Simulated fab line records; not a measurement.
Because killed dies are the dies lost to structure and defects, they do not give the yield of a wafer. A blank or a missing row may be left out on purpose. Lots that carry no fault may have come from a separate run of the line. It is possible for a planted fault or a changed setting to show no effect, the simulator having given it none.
Matching of chambers ; flow n5-finfet ; 4 sister chambers for N5_DUMMY_GATE_ETCH_29 on rie-diel-05
The step etches underlayer in N2/H2, target depth 13 nm. 7 wafers are shown with their chamber, then 7 later ones without.

## WAFERS PAIRED WITH THEIR CHAMBERS
wafer;chamber;drypump-motor-current-A (A);showerhead-plenum-p-Torr (Torr)
L077.5;1;5.1;2.67
L079.3;1;5.1;2.67
L080.2;0;5.3;2.65
L080.3;2;6.3;2.66
L080.4;3;6.0;2.53
L088.1;0;5.3;2.64
L088.2;2;6.4;2.65

## WAFERS WITH NO CHAMBER GIVEN
wafer;drypump-motor-current-A (A);showerhead-plenum-p-Torr (Torr)
L088.5;5.1;2.66
L094.2;5.1;2.66
L094.3;6.3;2.64
L094.4;5.3;2.64
L097.2;5.1;2.66
L097.4;5.3;2.64
L097.5;6.3;2.64

## CHAMBER TAKEN BY EACH
wafer;from the rows above;in truth
L088.5;1;1
L094.2;1;1
L094.3;2;2
L094.4;0;0
L097.2;1;1
L097.4;0;0
L097.5;2;2
Correct placement for 7 of the 7. Can't be placed from these rows: 0. 0 placed wrongly.
How it was worked out, from the rows above alone: a wafer's distance from a chamber is the root of the sum, over the readings, of the square of ((its reading less the chamber's mean) divided by the reading's scatter). If the next closest chamber is less than 2 further off than the closest, the wafer can't be placed; otherwise it belongs to the closest. For every chamber, the mean is computed from those of its wafers that are shown. The scatter: the root of (the sum of the squares of (reading less its chamber's mean) over the shown wafers, divided by (wafers less chambers)).
